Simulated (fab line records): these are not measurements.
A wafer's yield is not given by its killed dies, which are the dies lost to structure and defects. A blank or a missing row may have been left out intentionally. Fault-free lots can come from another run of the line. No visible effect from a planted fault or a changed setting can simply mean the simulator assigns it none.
Which tool did it? || flow nandHarc || 12 lots (36 wafers sampled), 1 step of a 1302-step route

WHAT EACH GAUGE READ, for each wafer
NHARC_P_START_INSPECT_01.
{"lot": "L075", "measured": "day 2 06:02", "on": "defectInspect-01", "rawDefectCount": "3 0 6"}
{"lot": "L077", "measured": "day 3 02:02", "on": "defectInspect-01", "rawDefectCount": "3 2 5"}
{"lot": "L079", "measured": "day 3 22:02", "on": "defectInspect-01", "rawDefectCount": "2 3 3"}
{"lot": "L081", "measured": "day 4 18:02", "on": "defectInspect-01", "rawDefectCount": "6 6 6"}
{"lot": "L083", "measured": "day 5 14:02", "on": "defectInspect-01", "rawDefectCount": "2 2 10"}
{"lot": "L085", "measured": "day 6 10:02", "on": "defectInspect-02", "rawDefectCount": "2 3 2"}
{"lot": "L087", "measured": "day 7 06:02", "on": "defectInspect-02", "rawDefectCount": "5 7 2"}
{"lot": "L089", "measured": "day 8 02:02", "on": "defectInspect-02", "rawDefectCount": "1 2 9"}
{"lot": "L091", "measured": "day 8 22:02", "on": "defectInspect-02", "rawDefectCount": "3 3 6"}
{"lot": "L093", "measured": "day 9 18:02", "on": "defectInspect-02", "rawDefectCount": "4 6 1"}
{"lot": "L095", "measured": "day 10 14:02", "on": "defectInspect-02", "rawDefectCount": "2 3 3"}
{"lot": "L097", "measured": "day 11 10:02", "on": "defectInspect-02", "rawDefectCount": "1 1 2"}

WHICH TOOL RAN EACH LOT (tool, then ch and the chambers of the sampled wafers, then the start)
Before these readings, the record contains no process step.

THE ANSWER, worked out from the rows above alone
Rule: what is usual is taken from the lots themselves. Put in order of their means at a reading, lots are off if they are a third of the lots or fewer, leave a main group of 4 or more, and stand apart from it by a gap of 3 or more times the standard deviation of the main group's means; of several such gaps the widest counts. Not used: any main group whose means are identical at the precision the tables above print for the reading. A lot without any number at a reading at which 4 lots or more have one is off too. The other lots that the step has rows for count as sound.
No lot is off at any reading shown: from this, nothing can be told.

WHAT THE SIMULATOR HAD PUT IN
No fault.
